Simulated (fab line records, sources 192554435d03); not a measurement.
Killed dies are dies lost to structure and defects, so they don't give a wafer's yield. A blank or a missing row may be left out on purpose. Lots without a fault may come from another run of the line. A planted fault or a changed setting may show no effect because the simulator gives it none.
Which tool did it? | flow n5_finfet | 12 lots, 36 wafers sampled, at 2 steps of a route of 1938

WHAT THE GAUGES READ, wafer by wafer
N5_BEOL_M8_RS_MEAS_57: measures by four-point-probe.
lot  | measured     | on            | M8_RS (ohm/sq)
L609 | day 9 08:44  | film_metro-02 | 0.284 0.271 0.289
L613 | day 11 06:31 | film_metro-01 | 0.282 0.269 0.293
L612 | day 11 06:56 | film_metro-02 | 0.274 0.284 0.288
L614 | day 11 07:58 | film_metro-02 | 0.266 0.280 0.284
L616 | day 11 17:44 | film_metro-01 | 0.285 0.291 0.291
L621 | day 13 05:21 | film_metro-01 | 0.287 0.291 0.286
L624 | day 14 00:13 | film_metro-02 | 0.284 0.306 0.276
L625 | day 14 03:46 | film_metro-02 | 0.285 0.278 0.293
L628 | day 14 16:22 | film_metro-01 | 0.293 0.292 0.288
L630 | day 15 04:33 | film_metro-01 | 0.289 0.285 0.278
L631 | day 15 19:15 | film_metro-01 | 0.284 0.292 0.293
L632 | day 16 00:53 | film_metro-01 | 0.289 0.293 0.283

N5_BEOL_M8_INSPECT_58: inspects for defects (darkfield).
lot  | measured     | on                | raw_defect_count
L609 | day 9 08:46  | defect_inspect-02 | 83 64 82
L613 | day 11 06:32 | defect_inspect-01 | 69 52 88
L612 | day 11 06:57 | defect_inspect-02 | 80 77 64
L614 | day 11 07:59 | defect_inspect-01 | 46 42 39
L616 | day 11 17:45 | defect_inspect-02 | 87 59 54
L621 | day 13 05:22 | defect_inspect-02 | 76 98 58
L624 | day 14 00:14 | defect_inspect-02 | 66 67 70
L625 | day 14 03:47 | defect_inspect-02 | 46 85 52
L628 | day 14 16:24 | defect_inspect-02 | 91 50 81
L630 | day 15 04:34 | defect_inspect-02 | 72 52 43
L631 | day 15 19:16 | defect_inspect-02 | 65 93 67
L632 | day 16 00:54 | defect_inspect-02 | 80 55 71

WHICH TOOL RAN EACH LOT (tool, then ch and the chambers of the sampled wafers, then the start)
The record holds no process step before these readings.

WHAT THE TOOLS THEMSELVES READ (means of the sampled wafers that have a number; where no wafer has one, the mark that the record gives instead)
The record holds no such reading with a usual standard deviation.

THE ANSWER, worked out from the rows above alone
Rule: what is usual is taken from the lots themselves. Put in order of their means at a reading, lots are off if they are a third of the lots or fewer, leave a main group of 4 or more, and stand apart from it by a gap of 3 or more times the standard deviation of the main group's means; of several such gaps the widest counts. A main group whose means are all the same, to the digits that the tables above print for the reading, isn't used. A lot without any number at a reading at which 4 lots or more have one is off too. The other lots that the step has rows for count as sound. The gauges are gone through in route order, then the tools' own readings, and for those a lot's mean is taken as printed above. The first step at which some lot is off is used, and at that step the reading that is off furthest; a lot without a number counts as furthest.
No lot is off at any reading shown: from this, nothing can be told.

WHAT THE SIMULATOR HAD PUT IN
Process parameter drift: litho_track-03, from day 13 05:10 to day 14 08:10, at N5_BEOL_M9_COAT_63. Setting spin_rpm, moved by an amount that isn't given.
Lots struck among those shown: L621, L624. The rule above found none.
